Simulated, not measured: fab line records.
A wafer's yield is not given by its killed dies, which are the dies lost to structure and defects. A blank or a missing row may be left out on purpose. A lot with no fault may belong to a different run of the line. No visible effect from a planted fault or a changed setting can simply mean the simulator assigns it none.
Chamber matching	flow n5Finfet	N5_HKMG_FIN_CMP_94 on cmp-03: 4 sister chambers
The step polishes, stops on SiNx, t overpolish 4.7 s, target thk 43.299 nm. 8 wafers are shown with their chamber, then 10 later ones without.

EACH WAFER AND ITS CHAMBER
wafer	chamber	motorCurrentA (A)	slurryFlowMlMin
L086.5	3	12.0	150.0
L087.3	1	12.0	150.6
L087.5	1	11.7	150.2
L088.1	2	10.5	150.4
L088.2	3	12.4	150.0
L088.5	0	12.3	149.4
L090.2	2	10.1	149.6
L090.3	0	12.2	149.9

WAFERS MISSING THEIR CHAMBER
wafer	motorCurrentA (A)	slurryFlowMlMin
L090.4	11.9	150.7
L091.3	11.7	149.6
L091.5	10.4	149.4
L091.6	11.3	149.3
L094.1	12.0	150.5
L094.5	11.6	148.7
L094.6	11.3	150.3
L095.2	12.5	149.9
L095.3	12.4	149.7
L095.5	11.7	150.0

CHAMBER TAKEN BY EACH
wafer	from the rows above	in truth
L090.4	can't be placed: 1 or 3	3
L091.3	can't be placed: 1 or 0 or 3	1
L091.5	2	2
L091.6	can't be placed: 1 or 0 or 3 or 2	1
L094.1	can't be placed: 1 or 3 or 0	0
L094.5	can't be placed: 0 or 3 or 1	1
L094.6	can't be placed: 1 or 3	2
L095.2	can't be placed: 0 or 3 or 1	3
L095.3	can't be placed: 0 or 3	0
L095.5	can't be placed: 1 or 3 or 0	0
Correctly placed: 1 of 10. Cannot be placed on the basis of these rows: 9; the candidates contain the true chamber in 8. Wrongly placed: 0.
How it was worked out, from the rows above alone: a wafer's distance from a chamber is the root of the sum, over the readings, of the square of ((its reading less the chamber's mean) divided by the reading's scatter). If the next closest chamber is less than 2 further off than the closest, the wafer can't be placed; otherwise it belongs to the closest. A chamber's mean is the mean of its shown wafers. The scatter is the square root of a quotient: the sum, over the shown wafers, of each reading's squared deviation from its chamber's mean, divided by wafers minus chambers.
